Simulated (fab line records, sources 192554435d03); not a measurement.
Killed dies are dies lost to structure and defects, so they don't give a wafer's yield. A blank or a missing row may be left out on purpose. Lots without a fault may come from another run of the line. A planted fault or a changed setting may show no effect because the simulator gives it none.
Which tool did it? | flow n5_finfet | 10 lots, 30 wafers sampled, at 4 steps of a route of 1938

WHAT THE GAUGES READ, wafer by wafer
N5_SD_EPI_P_INSPECT_26: inspects for defects (darkfield).
lot  | measured    | on                | raw_defect_count
L896 | day 3 10:26 | defect_inspect-01 | 206 157 144
L898 | day 4 00:17 | defect_inspect-01 | 183 172 127
L899 | day 4 05:31 | defect_inspect-01 | 151 186 163
L900 | day 4 08:40 | defect_inspect-02 | 145 171 167
L901 | day 4 17:19 | defect_inspect-01 | 555 528 564
L904 | day 5 11:00 | defect_inspect-02 | 523 494 586
L908 | day 6 11:52 | defect_inspect-01 | 136 169 142
L911 | day 7 06:29 | defect_inspect-01 | 131 135 163
L912 | day 7 11:41 | defect_inspect-01 | 241 137 151
L918 | day 9 00:05 | defect_inspect-02 | 134 187 177

WHICH TOOL RAN EACH LOT (tool, then ch and the chambers of the sampled wafers, then the start)
lot  | N5_SD_EPI_N_SD_RECESS_17        | N5_SD_EPI_N_VAPOR_ETCH_50      | N5_SD_EPI_P_ETCH_47
L896 | rie_si-03 ch 0,1,2, day 3 03:05 | epi_rpcvd-02 ch 0, day 3 03:54 | rie_diel-06 ch 0,3, day 3 07:14
L898 | rie_si-04 ch 0,1, day 3 15:11   | epi_rpcvd-04 ch 0, day 3 16:09 | rie_diel-06 ch 0,1,2, day 3 20:14
L899 | rie_si-05 ch 1,3, day 3 19:50   | epi_rpcvd-03 ch 0, day 3 20:39 | rie_diel-05 ch 0,3, day 4 00:22
L900 | rie_si-03 ch 2,3, day 4 00:23   | epi_rpcvd-04 ch 0, day 4 01:20 | rie_diel-06 ch 1,2, day 4 05:28
L901 | rie_si-04 ch 0,3, day 4 09:56   | epi_rpcvd-03 ch 0, day 4 10:50 | rie_diel-06 ch 0,2,3, day 4 14:07
L904 | rie_si-05 ch 1,2, day 5 03:31   | epi_rpcvd-02 ch 0, day 5 04:20 | rie_diel-06 ch 1,2, day 5 07:48
L908 | rie_si-05 ch 0,1, day 6 02:26   | epi_rpcvd-04 ch 0, day 6 03:17 | rie_diel-02 ch 0,1, day 6 06:40
L911 | rie_si-04 ch 0,2,3, day 6 21:53 | epi_rpcvd-03 ch 0, day 6 22:45 | rie_diel-05 ch 1,2,3, day 7 02:26
L912 | rie_si-05 ch 0,2,3, day 7 02:33 | epi_rpcvd-02 ch 0, day 7 03:22 | rie_diel-05 ch 0,3, day 7 06:41
L918 | rie_si-05 ch 0,2,3, day 8 16:42 | epi_rpcvd-03 ch 0, day 8 17:32 | rie_diel-06 ch 0,2,3, day 8 20:52
- N5_SD_EPI_N_SD_RECESS_17: chemistry HBr/Cl2/O2, target depth 41 nm, time 23.7 s, bt time 3 s.
- N5_SD_EPI_N_VAPOR_ETCH_50: etches Si in HCl, time 54 s.
- N5_SD_EPI_P_ETCH_47: etches SiOCN in CH3F/O2, target depth 25 nm.

THE ANSWER, worked out from the rows above alone
Rule: what is usual is taken from the lots themselves. Put in order of their means at a reading, lots are off if they are a third of the lots or fewer, leave a main group of 4 or more, and stand apart from it by a gap of 3 or more times the standard deviation of the main group's means; of several such gaps the widest counts. A main group whose means are all the same, to the digits that the tables above print for the reading, isn't used. A lot without any number at a reading at which 4 lots or more have one is off too. The other lots that the step has rows for count as sound.
Off: L901, L904, at N5_SD_EPI_P_INSPECT_26 (raw_defect_count). The main group: mean 161, standard deviation 10.
A tool fits if, at a process step before that reading, it ran every lot that is off, and no sound lot after the first of them. The gauges at N5_SD_EPI_P_INSPECT_26 are tried like those tools. None of those tried fits.

WHAT THE SIMULATOR HAD PUT IN
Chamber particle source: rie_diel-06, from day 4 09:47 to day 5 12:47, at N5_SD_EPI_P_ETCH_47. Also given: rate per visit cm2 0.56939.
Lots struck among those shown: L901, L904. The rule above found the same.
